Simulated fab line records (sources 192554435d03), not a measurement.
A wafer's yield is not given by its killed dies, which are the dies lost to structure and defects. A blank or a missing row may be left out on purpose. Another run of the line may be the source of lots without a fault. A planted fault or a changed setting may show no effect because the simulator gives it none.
fab line records || flow n5Finfet
[record] {"lots": 4, "wafers": 12, "lastDay": 17}
route steps=1938 shown MOL_CONTACT_COAG@576 PASSIVATION@1936
lots that met no fault: taken from a fault-free run of the same line
startH: hours from the record's first day to the start of the lot's first wafer shown || waitH: time in hours since the lot's previous step || " unchanged from the row above || L1.1+2: a single row standing in for several wafers || - no value present, or no start provided || * or withheld: withheld || < > ~ a bound
route shown NAME@n: names a module that has steps shown in the file, with the first one's number in the route || usual: mean/standard deviation of fault-free wafers || same: alike in all rows || chamber/n: place in a boat || sites: the reading at each site || _std_site: the values' standard deviation || _edge_site: outer sites' mean less inner sites' || radiusMm: how far each site lies from the wafer's centre || mask NAME#n: copy n || behind: the most recent tool/chamber to have shaped the wafer || hold: why the lot was held/for how many hours/how that ended || device: which transistor (n, p or np) failed to switch || end of line: tests run on the same wafers once the route is complete || where a step has no rows: the recipe by itself || killed: not the wafer's yield, but the dies lost to structure and defects at the first sort || map: a wafer's dies, marking killed ones x, the rest . and places with no die _
set.NAME: the run value of the setting; set.NAME@STEP: its run value at that earlier step || model.NAME: the simulator's own value behind a step, which no gauge read
certain route steps with their lots: each step a table, each wafer a row
services: the hour from which a tool's chamber was out of use, counted from the record's first day as startH (under 0 if before that day), plus the number of hours and why
[[steps]]
[step N5_MOL_CONTACT_COAG_DESCUM_88]
[recipe] {"chemistry": "O2", "timeS": 7, "sourcePowerW": 50, "biasPowerW": 20, "pressureMtorr": 20, "rfFrequencyHz": 2.712e+07, "tempC": 40, "resist": "CAR-EUV", "o2FlowSccm": 225}
[step N5_MOL_CONTACT_COAG_ETCH_89]
[recipe] {"chemistry": "N2/H2", "target": "underlayer", "targetDepthA": 130, "maskMaterial": "CAR-EUV", "timeS": 10.4, "ionEnergyEv": 200, "pressureMtorr": 30, "sourceW": 840, "biasW": 150, "n2FlowSccm": 200, "h2FlowSccm": 200, "ends": "cleared"}
[step N5_MOL_CONTACT_COAG_ETCH_90]
[recipe] {"chemistry": "CF4", "target": "SiARC", "targetDepthA": 130, "maskMaterial": "CAR-EUV", "timeS": 21.7, "ionEnergyEv": 80, "pressureMtorr": 40, "sourceW": 545, "biasW": 36, "Ar_flow_sccm": 100, "cf4FlowSccm": 100, "ends": "cleared"}
[step N5_MOL_CONTACT_COAG_ALD_131]
[recipe] {"material": "SiO2", "targetThkA": 50, "tempC": 100, "aldPrecursorFamily": "BDEAS", "aldCoReactant": "O2-plasma", "pulseTimeS": 1, "coReactantPulseTimeS": 1, "purgeTimeS": 2, "coReactantPurgeTimeS": 2, "aldCycles": 35, "pressureTorr": 2}
[step N5_MOL_CONTACT_COAG_ETCHBACK_132]
[recipe] {"chemistry": "CHF3", "target": "SiO2", "targetDepthA": 100, "timeS": 6.7, "ionEnergyEv": 200, "pressureMtorr": 30, "sourceW": 610, "biasW": 170, "Ar_flow_sccm": 200, "CHF3_flow_sccm": 50}
[step N5_MOL_CONTACT_COAG_ETCH_91]
[recipe] {"chemistry": "N2/H2", "target": "SOC", "targetDepthA": 600, "overetchA": 210, "maskMaterial": "SiARC", "tempC": 40, "timeS": 101.2, "ionEnergyEv": 200, "pressureMtorr": 30, "sourceW": 840, "biasW": 150, "n2FlowSccm": 200, "h2FlowSccm": 200}
[step N5_MOL_CONTACT_COAG_STRIP_92]
[recipe] {"chemistry": "N2/H2", "tempC": 40, "n2FlowSccm": 200, "h2FlowSccm": 200, "rfFrequencyHz": 6e+07}
[step N5_MOL_CONTACT_COAG_STRIP_93]
[recipe] {"chemistry": "N2/H2", "tempC": 40, "n2FlowSccm": 200, "h2FlowSccm": 200, "rfFrequencyHz": 6e+07}
[step N5_MOL_CONTACT_COAG_ETCHBACK_135]
[recipe] {"chemistry": "CHF3", "target": "SiO2", "targetDepthA": 250, "timeS": 16.7, "ionEnergyEv": 200, "pressureMtorr": 30, "sourceW": 610, "biasW": 170, "Ar_flow_sccm": 200, "CHF3_flow_sccm": 50}
[step N5_MOL_CONTACT_COAG_STRIP_118]
[recipe] {"chemistry": "CHF3", "resist": "SiARC", "rfFrequencyHz": 6e+07}
[step N5_MOL_CONTACT_COAG_VIA_ETCH_46]
[recipe] {"chemistry": "C4F6/O2", "targetDepthA": 460, "overetchA": 92, "maskMaterial": "SOC", "target": "SiO2", "biasW": 455, "pressureMtorr": 10, "timeS": 40, "sourceW": 325, "Ar_flow_sccm": 300, "C4F6_flow_sccm": 10, "O2_flow_sccm": 10, "ionEnergyEv": 575.3, "ends": "endPoint"}
[step N5_MOL_CONTACT_COAG_STRIP_96]
[recipe] {"chemistry": "N2/H2", "powerW": 500, "tempC": 40, "pressureMtorr": 50, "rfFrequencyHz": 6e+07, "overashFraction": 0.3, "biasPowerW": 28, "h2Frac": 0.5, "n2FlowSccm": 300, "h2FlowSccm": 300}
[usual] {"drypumpMotorCurrentA": "5.9/0.35", "oesProductAu": "0.77/0.073", "powerW": "500.0/1.5", "rfVppV": "122.2/1.2", "showerheadPlenumPTorr": "3.41/0.092", "throttleValvePct": "19.0/0.37"}
{"lot.wafer": "L339.1", "tool": "rieDiel-04", "chamber": 1, "startH": 165.65, "waitH": 0.0, "drypumpMotorCurrentA": 6.4, "oesProductAu": 0.68, "powerW": 502.5, "rfHoursCounterH": 240, "rfVppV": 123.9, "showerheadPlenumPTorr": 3.45, "throttleValvePct": 19.0}
{"lot.wafer": "L339.3", "tool": "rieDiel-04", "chamber": 2, "startH": 165.65, "waitH": 0.0, "drypumpMotorCurrentA": 6.1, "oesProductAu": 0.75, "powerW": 501.8, "rfHoursCounterH": 157, "rfVppV": 122.2, "showerheadPlenumPTorr": 3.37, "throttleValvePct": 19.7}
{"lot.wafer": "L339.6", "tool": "rieDiel-04", "chamber": 3, "startH": 165.65, "waitH": 0.0, "drypumpMotorCurrentA": 6.3, "oesProductAu": 0.75, "powerW": 498.9, "rfHoursCounterH": "-", "rfVppV": 120.4, "showerheadPlenumPTorr": 3.35, "throttleValvePct": 19.1}
{"lot.wafer": "L342.2", "tool": "rieDiel-04", "chamber": 3, "startH": 187.48, "waitH": 0.0, "drypumpMotorCurrentA": 6.3, "oesProductAu": 0.75, "powerW": 501.3, "rfHoursCounterH": 180, "rfVppV": 123.5, "showerheadPlenumPTorr": 3.35, "throttleValvePct": 19.1}
{"lot.wafer": "L342.3", "tool": "rieDiel-04", "chamber": 1, "startH": 187.48, "waitH": 0.0, "drypumpMotorCurrentA": 6.4, "oesProductAu": 0.68, "powerW": 502.1, "rfHoursCounterH": 247, "rfVppV": 122.0, "showerheadPlenumPTorr": 3.45, "throttleValvePct": 19.0}
{"lot.wafer": "L342.6", "tool": "rieDiel-04", "chamber": 2, "startH": 187.48, "waitH": 0.0, "drypumpMotorCurrentA": 6.1, "oesProductAu": 0.75, "powerW": 497.0, "rfHoursCounterH": "-", "rfVppV": 121.4, "showerheadPlenumPTorr": 3.36, "throttleValvePct": 19.7}
{"lot.wafer": "L343.2", "tool": "rieDiel-04", "chamber": 3, "startH": 192.53, "waitH": 0.0, "drypumpMotorCurrentA": 6.3, "oesProductAu": 0.74, "powerW": 496.8, "rfHoursCounterH": 182, "rfVppV": 122.6, "showerheadPlenumPTorr": 3.34, "throttleValvePct": 19.1}
{"lot.wafer": "L343.4", "tool": "rieDiel-04", "chamber": 2, "startH": 192.53, "waitH": 0.0, "drypumpMotorCurrentA": 6.1, "oesProductAu": 0.74, "powerW": 500.7, "rfHoursCounterH": 167, "rfVppV": 121.6, "showerheadPlenumPTorr": 3.36, "throttleValvePct": 19.7}
{"lot.wafer": "L343.5", "tool": "rieDiel-04", "chamber": 0, "startH": 192.53, "waitH": 0.0, "drypumpMotorCurrentA": 6.3, "oesProductAu": 0.70, "powerW": 497.9, "rfHoursCounterH": "-", "rfVppV": 122.1, "showerheadPlenumPTorr": 3.46, "throttleValvePct": 19.1}
{"lot.wafer": "L350.1", "tool": "rieDiel-03", "chamber": 1, "startH": 240.88, "waitH": 0.0, "drypumpMotorCurrentA": 5.4, "oesProductAu": 0.72, "powerW": 500.9, "rfHoursCounterH": 187, "rfVppV": 120.9, "showerheadPlenumPTorr": 3.21, "throttleValvePct": 18.7}
{"lot.wafer": "L350.2", "tool": "rieDiel-03", "chamber": 3, "startH": 240.88, "waitH": 0.0, "drypumpMotorCurrentA": 5.5, "oesProductAu": 0.72, "powerW": 496.6, "rfHoursCounterH": 201, "rfVppV": 122.4, "showerheadPlenumPTorr": 3.33, "throttleValvePct": 19.2}
{"lot.wafer": "L350.5", "tool": "rieDiel-03", "chamber": 1, "startH": 240.88, "waitH": 0.0, "drypumpMotorCurrentA": 5.4, "oesProductAu": 0.72, "powerW": 501.3, "rfHoursCounterH": "-", "rfVppV": 120.0, "showerheadPlenumPTorr": 3.21, "throttleValvePct": 18.7}
[step N5_MOL_CONTACT_COAG_ETCH_47]
[recipe] {"chemistry": "CH3F/O2", "target": "SiNx", "targetDepthA": 270, "maskMaterial": "SiO2", "stopOn": "W", "overEtchFrac": 0.2, "ionEnergyEv": 120, "endpoint": "OES-CN", "pressureMtorr": 30, "sourceW": 395, "biasW": 73, "Ar_flow_sccm": 150, "CH3F_flow_sccm": 30, "O2_flow_sccm": 20, "ends": "endPoint"}
[step N5_MOL_CONTACT_COAG_STRIP_119]
[recipe] {"chemistry": "N2/H2", "timeS": 30, "powerW": 1000, "tempC": 250, "pressureMtorr": "withheld", "n2FlowSccm": 1750, "h2FlowSccm": 3250}
[step N5_MOL_CONTACT_COAG_PRECLEAN_144]
[recipe] {"chemistry": "alkalineClean", "tempC": 60, "timeS": 60, "doPpb": 50}
[step N5_MOL_CONTACT_COAG_SRD_145]
[recipe] {"dry": "ipaMarangoni", "timeS": 30, "tempC": 23, "rinseLiquid": "diw"}
[step N5_MOL_CONTACT_COAG_COAT_62]
[recipe] {"resist": "SOC", "tempC": 250, "timeS": 60, "spinRpm": 1500, "resistThkNm": 60}
[step N5_MOL_CONTACT_COAG_COAT_63]
[recipe] {"resist": "SiARC", "tempC": 220, "timeS": 60, "spinRpm": 1500, "resistThkNm": 10}
[step N5_MOL_CONTACT_COAG_COAT_64]
[recipe] {"resist": "underlayer", "tempC": 205, "timeS": 60, "spinRpm": 1500, "resistThkNm": 10}
[step N5_MOL_CONTACT_COAG_COAT_34]
[recipe] {"resist": "CAR-EUV", "spinRpm": 1500, "resistThkNm": 40}
[step N5_MOL_CONTACT_COAG_EBR_36]
[recipe] {"solvent": "PGMEA", "ebrWidthMm": 1.5}
[step N5_MOL_CONTACT_COAG_SOFTBAKE_35]
[recipe] {"tempC": 110, "timeS": 60, "resist": "CAR-EUV"}
[step N5_MOL_CONTACT_COAG_EXPOSE_37]
[recipe] {"maskId": "VD", "na": 0.33, "sourceShape": "annular", "sigmaInner": 0.3, "sigmaOuter": 0.7, "polarization": "unpolarized", "defocusNm": 0, "doseMj": 62}
[step N5_MOL_CONTACT_COAG_PEB_38]
[recipe] {"pebTempC": 100, "pebTimeS": 60, "resist": "CAR-EUV"}
[step N5_MOL_CONTACT_COAG_DEVELOP_39]
[recipe] {"developTimeS": 30, "developer": "TMAH", "resist": "CAR-EUV", "rinseLiquid": "surfactantRinse", "dry": "airSpin", "devTempC": 23}
[step N5_MOL_CONTACT_COAG_INSPECT_42]
[recipe] {"mode": "adi", "inspectInstrument": "brightfield"}
[usual] {"rawDefectCount": "226/70"}
{"lot.wafer": "L339.1", "tool": "defectInspect-02", "chamber": "-", "startH": 166.45, "waitH": 0.1, "rawDefectCount": 141}
{"lot.wafer": "L339.3", "tool": "defectInspect-02", "chamber": "-", "startH": 166.45, "waitH": 0.1, "rawDefectCount": 275}
{"lot.wafer": "L339.6", "tool": "defectInspect-02", "chamber": "-", "startH": 166.45, "waitH": 0.1, "rawDefectCount": 168}
{"lot.wafer": "L342.2", "tool": "defectInspect-02", "chamber": "-", "startH": 188.32, "waitH": 0.1, "rawDefectCount": 158}
{"lot.wafer": "L342.3", "tool": "defectInspect-02", "chamber": "-", "startH": 188.32, "waitH": 0.1, "rawDefectCount": 174}
{"lot.wafer": "L342.6", "tool": "defectInspect-02", "chamber": "-", "startH": 188.32, "waitH": 0.1, "rawDefectCount": 497}
{"lot.wafer": "L343.2", "tool": "defectInspect-02", "chamber": "-", "startH": 193.20, "waitH": 0.0, "rawDefectCount": 278}
{"lot.wafer": "L343.4", "tool": "defectInspect-02", "chamber": "-", "startH": 193.20, "waitH": 0.0, "rawDefectCount": 616}
{"lot.wafer": "L343.5", "tool": "defectInspect-02", "chamber": "-", "startH": 193.20, "waitH": 0.0, "rawDefectCount": 221}
{"lot.wafer": "L350.1", "tool": "defectInspect-01", "chamber": "-", "startH": 241.56, "waitH": 0.1, "rawDefectCount": 138}
{"lot.wafer": "L350.2", "tool": "defectInspect-01", "chamber": "-", "startH": 241.56, "waitH": 0.1, "rawDefectCount": 133}
{"lot.wafer": "L350.5", "tool": "defectInspect-01", "chamber": "-", "startH": 241.56, "waitH": 0.1, "rawDefectCount": 126}
[step N5_MOL_CONTACT_COAG_DESCUM_45]
[recipe] {"chemistry": "O2", "timeS": 7, "sourcePowerW": 50, "biasPowerW": 20, "pressureMtorr": 20, "rfFrequencyHz": 2.712e+07, "tempC": 40, "resist": "CAR-EUV", "o2FlowSccm": 225}
[step N5_PASSIVATION_PROBE_49]
[usual] {"killed_at_M0_to_M3": "35/11", "killed_at_M4_up": "14/5.4", "killedAtContacts": "12/6.2", "killedAtFrontEnd": "38/11", "killedAtOther": "4.1/2.8", "killedDies": "103/17", "killedOnRim": "13/4", "killedOpen": "66/13", "killedShort": "34/8.2"}
[same] {"grossDies": 1180, "killedAtBackSide": 0}
{"lot.wafer": "L339.1", "tool": "prober-01", "chamber": "-", "startH": 342.67, "waitH": 0.0, "killed_at_M0_to_M3": 41, "killed_at_M4_up": 16, "killedAtContacts": 6, "killedAtFrontEnd": 48, "killedAtOther": 1, "killedDies": 112, "killedOnRim": 19, "killedOpen": 71, "killedShort": 40}
{"lot.wafer": "L339.3", "tool": "prober-01", "chamber": "-", "startH": 342.77, "waitH": 0.1, "killed_at_M0_to_M3": 24, "killed_at_M4_up": 10, "killedAtContacts": 11, "killedAtFrontEnd": 33, "killedAtOther": 1, "killedDies": 79, "killedOnRim": 9, "killedOpen": 49, "killedShort": 28}
{"lot.wafer": "L339.6", "tool": "prober-01", "chamber": "-", "startH": 342.92, "waitH": 0.3, "killed_at_M0_to_M3": 44, "killed_at_M4_up": 19, "killedAtContacts": 9, "killedAtFrontEnd": 41, "killedAtOther": 5, "killedDies": 118, "killedOnRim": 15, "killedOpen": 68, "killedShort": 46}
{"lot.wafer": "L343.2", "tool": "prober-02", "chamber": "-", "startH": 358.07, "waitH": 0.1, "killed_at_M0_to_M3": 26, "killed_at_M4_up": 8, "killedAtContacts": 8, "killedAtFrontEnd": 33, "killedAtOther": 1, "killedDies": 76, "killedOnRim": 8, "killedOpen": 49, "killedShort": 26}
{"lot.wafer": "L343.4", "tool": "prober-02", "chamber": "-", "startH": 358.17, "waitH": 0.2, "killed_at_M0_to_M3": 34, "killed_at_M4_up": 8, "killedAtContacts": 90, "killedAtFrontEnd": 40, "killedAtOther": 2, "killedDies": 174, "killedOnRim": 31, "killedOpen": 57, "killedShort": 39}
{"lot.wafer": "L343.5", "tool": "prober-02", "chamber": "-", "startH": 358.22, "waitH": 0.2, "killed_at_M0_to_M3": 33, "killed_at_M4_up": 8, "killedAtContacts": 6, "killedAtFrontEnd": 36, "killedAtOther": 2, "killedDies": 85, "killedOnRim": 11, "killedOpen": 59, "killedShort": 26}
{"lot.wafer": "L342.2", "tool": "prober-02", "chamber": "-", "startH": 363.01, "waitH": 0.1, "killed_at_M0_to_M3": 34, "killed_at_M4_up": 10, "killedAtContacts": 12, "killedAtFrontEnd": 43, "killedAtOther": 6, "killedDies": 105, "killedOnRim": 10, "killedOpen": 72, "killedShort": 32}
{"lot.wafer": "L342.3", "tool": "prober-02", "chamber": "-", "startH": 363.06, "waitH": 0.1, "killed_at_M0_to_M3": 22, "killed_at_M4_up": 23, "killedAtContacts": 8, "killedAtFrontEnd": 50, "killedAtOther": 4, "killedDies": 107, "killedOnRim": 18, "killedOpen": 71, "killedShort": 35}
{"lot.wafer": "L342.6", "tool": "prober-02", "chamber": "-", "startH": 363.21, "waitH": 0.3, "killed_at_M0_to_M3": 37, "killed_at_M4_up": 10, "killedAtContacts": 82, "killedAtFrontEnd": 44, "killedAtOther": 5, "killedDies": 178, "killedOnRim": 34, "killedOpen": 67, "killedShort": 41}
// killed by level:class
L339.1 BEOL_M0_SAQP:geometricParticle:short=16 STI_FIN_REVEAL:geometricParticle:open=11 FIN_SAQP:geometricParticle:short=10 BEOL_M0_SAQP:geometricParticle:open=9 BEOL_M4:geometricParticle:open=9 FIN_SAQP:geometricParticle:open=8 GATE_CUT:geometricParticle:open=6 BEOL_M1:geometricParticle:open=6
L339.3 MOL_CONTACT_COAG:geometricParticle:open=9 FIN_SAQP:geometricParticle:short=7 STI_FIN_REVEAL:geometricParticle:open=7 BEOL_M2:geometricParticle:open=7 DUMMY_GATE:geometricParticle:open=5 BEOL_M0_SAQP:geometricParticle:open=5 GATE_CUT:geometricParticle:short=4 BEOL_M0_SAQP:geometricParticle:short=4
L339.6 BEOL_M0_SAQP:geometricParticle:open=17 FIN_SAQP:geometricParticle:short=13 BEOL_M0_SAQP:geometricParticle:short=10 BEOL_M2:geometricParticle:open=8 BEOL_M4:geometricParticle:open=7 STI_FIN_REVEAL:geometricParticle:open=6 GATE_CUT:geometricParticle:short=6 FIN_SAQP:geometricParticle:open=5
L343.2 FIN_SAQP:geometricParticle:short=8 STI_FIN_REVEAL:geometricParticle:open=7 FIN_SAQP:geometricParticle:open=6 BEOL_M2:geometricParticle:open=6 BEOL_M3:geometricParticle:open=5 MOL_CONTACT_COAG:geometricParticle:open=4 MOL_CONTACT_COAG:geometricParticle:short=4 BEOL_M1:geometricParticle:short=4
L343.4 MOL_CONTACT_COAG:unspecified=76 BEOL_M2:geometricParticle:open=13 FIN_SAQP:geometricParticle:short=10 MOL_CONTACT_COAG:geometricParticle:open=10 FIN_SAQP:geometricParticle:open=8 GATE_CUT:geometricParticle:short=8 STI_FIN_REVEAL:geometricParticle:open=6 BEOL_M0_SAQP:geometricParticle:short=6
L343.5 BEOL_M2:geometricParticle:open=12 FIN_SAQP:geometricParticle:short=10 BEOL_M3:geometricParticle:open=8 MOL_CONTACT_COAG:geometricParticle:open=6 STI_FIN_REVEAL:geometricParticle:open=5 BEOL_M0:geometricParticle:open=5 STI_FIN_REVEAL:geometricParticle:short=4 BEOL_M0_SAQP:geometricParticle:open=4
L342.2 STI_FIN_REVEAL:geometricParticle:open=14 BEOL_M0_SAQP:geometricParticle:open=11 MOL_CONTACT_COAG:geometricParticle:open=10 BEOL_M0_SAQP:geometricParticle:short=9 STARTING-WAFER:geometricParticle:open=7 BEOL_M4:geometricParticle:open=6 FIN_SAQP:geometricParticle:open=4 STI_FIN_REVEAL:geometricParticle:short=4
L342.3 STI_FIN_REVEAL:geometricParticle:open=15 BEOL_M4:geometricParticle:open=14 FIN_SAQP:geometricParticle:open=7 FIN_SAQP:geometricParticle:short=6 MOL_CONTACT_COAG:geometricParticle:open=6 BEOL_M0_SAQP:geometricParticle:open=6 GATE_CUT:geometricParticle:short=5 DUMMY_GATE:geometricParticle:open=4
L342.6 MOL_CONTACT_COAG:unspecified=70 MOL_CONTACT_COAG:geometricParticle:open=9 FIN_SAQP:geometricParticle:open=8 BEOL_M3:geometricParticle:open=8 FIN_SAQP:geometricParticle:short=6 STI_FIN_REVEAL:geometricParticle:open=6 BEOL_M0_SAQP:geometricParticle:open=6 BEOL_M1:geometricParticle:open=6
// map L342.6 (x killed, . not)
_________________.xx.........________________
______________...............x.._____________
___________.......................x__________
__________x........................._________
________.x.x....................xx...._______
_______....x................x..........______
______...x.................x.x......x..._____
_____.................x...........x......____
____x......x.......x................x.....___
___.......x.x.........x....................__
___...x.................x...x......x.......__
__x............xx.x.x.....x..x....x....x...._
__.........................xx..............._
_............x.......................xx......
_.....................................x......
_......xxx...x.................x.......xx....
_x....x..x..........x....x.x.................
_.x.....x....x.................x............x
_.xx........x.....................x.....x....
_..........x............................x....
_...x.xx...x...x.x.....x.....................
__x.........................xx.............._
__..................x..xx..................._
___.....xxx................x...x.x........x__
___..........x..x..x........x..............__
____..........x....x.........x..x.........___
_____......xx.x.xx.......................____
______x.....xxxxxxxx.....x...x.........._____
_______.xx.xxxxxxxx.................x..______
________xxxxxxxxxxxxx.x.............x._______
__________xxxxxxxxxxxx.......xx....._________
___________xxxxxxxxxx.x........xx..__________
______________xxxxxxxx.....x...._____________
_________________xxx.x.......________________
// map L343.4 (x killed, . not)
_________________.x..x...x..x________________
______________....x...x........._____________
___________.......x.............x..__________
__________...........x....x..x......_________
________....x....x.x.................._______
_______.............x..............x...______
______............x....xx.....x...x....._____
_____x.................x.................____
____.x.....x.........x.x...............x..___
___.......x............................x...__
___........................x.....x....x....__
__x.........................x..............._
__....x....x.x.............................._
_..........x.............................xx..
_................x.........x......x..........
_..............x.....x.....x...............x.
_.....x............x.....x....x....x........x
_...x....x............x..................x...
_............................x..x............
_.....................................x..x..x
_...x.x.......x..x.x.........................
__.................x.x..............x......._
__..xx...........x.................x.x......_
___.................xx..................x..__
___............x.x........x................__
____..x.....x.x.x.........x...............___
_____.....x..x.xxx...........x...........____
______.....xxxxxxxx..x.....x............_____
_______x.x.xxxxxxxxxxxxx...............______
________.xxxxxxxxxx.xx................_______
__________xxxxxxxxxxx.xx.x.x....x.x._________
___________xxxxxxxxxxx.x.x........x__________
______________xxxxxxx..........._____________
_________________xxx.x.x.x...________________
[[services]]
{"tool": "rieDiel-04", "chamber": 1, "startH": 198.07, "hours": "-", "kind": "clean"}
{"tool": "rieDiel-04", "chamber": 1, "startH": 198.07, "hours": "-", "kind": "consumableReplace:focusRing"}
{"tool": "rieDiel-04", "chamber": 1, "startH": 198.07, "hours": 16.8, "kind": "scheduledDown"}
{"tool": "rieDiel-04", "chamber": 1, "startH": 198.07, "hours": 16.8, "kind": "ventCycle"}
{"tool": "rieDiel-03", "chamber": 0, "startH": 230.47, "hours": "-", "kind": "clean"}
{"tool": "rieDiel-03", "chamber": 0, "startH": 230.47, "hours": "-", "kind": "consumableReplace:focusRing"}
{"tool": "rieDiel-03", "chamber": 0, "startH": 230.47, "hours": 17.0, "kind": "scheduledDown"}
{"tool": "rieDiel-03", "chamber": 0, "startH": 230.47, "hours": 17.0, "kind": "ventCycle"}
[[key]]
[firstSign] {"step": "N5_MOL_CONTACT_COAG_INSPECT_42", "reading": "rawDefectCount", "direction": "up", "sigmas": 4.7, "usual": 226, "struck": 556}
[effect] {"step": "N5_PASSIVATION_PROBE_49", "reading": "killedAtContacts", "direction": "up", "sigmas": 12, "usual": 12, "struck": 86}
[moreKillsBornAt] {"N5_MOL_CONTACT_COAG_STRIP_96@rieDiel-04": 146}
metAt N5_MOL_CONTACT_COAG_STRIP_96
struckWafers L342.6,L343.4
testerLeftOut L342,L343
onsetBetween 165.65 187.48
[fault] {"kind": "chamberParticleSource", "tool": "rieDiel-04", "chamber": 2, "onsetH": 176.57, "steps": "N5_MOL_CONTACT_COAG_STRIP_96", "ratePerVisitCm2": 0.57439, "endH": 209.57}
// testerLeftOut: of these lots the tester's yield and bins aren't shown, on N5 and GAA mostly nor the transistor test; their killed dies are dies lost to structure and defects alone, not to doping, threshold or leakage, so they don't give the yield
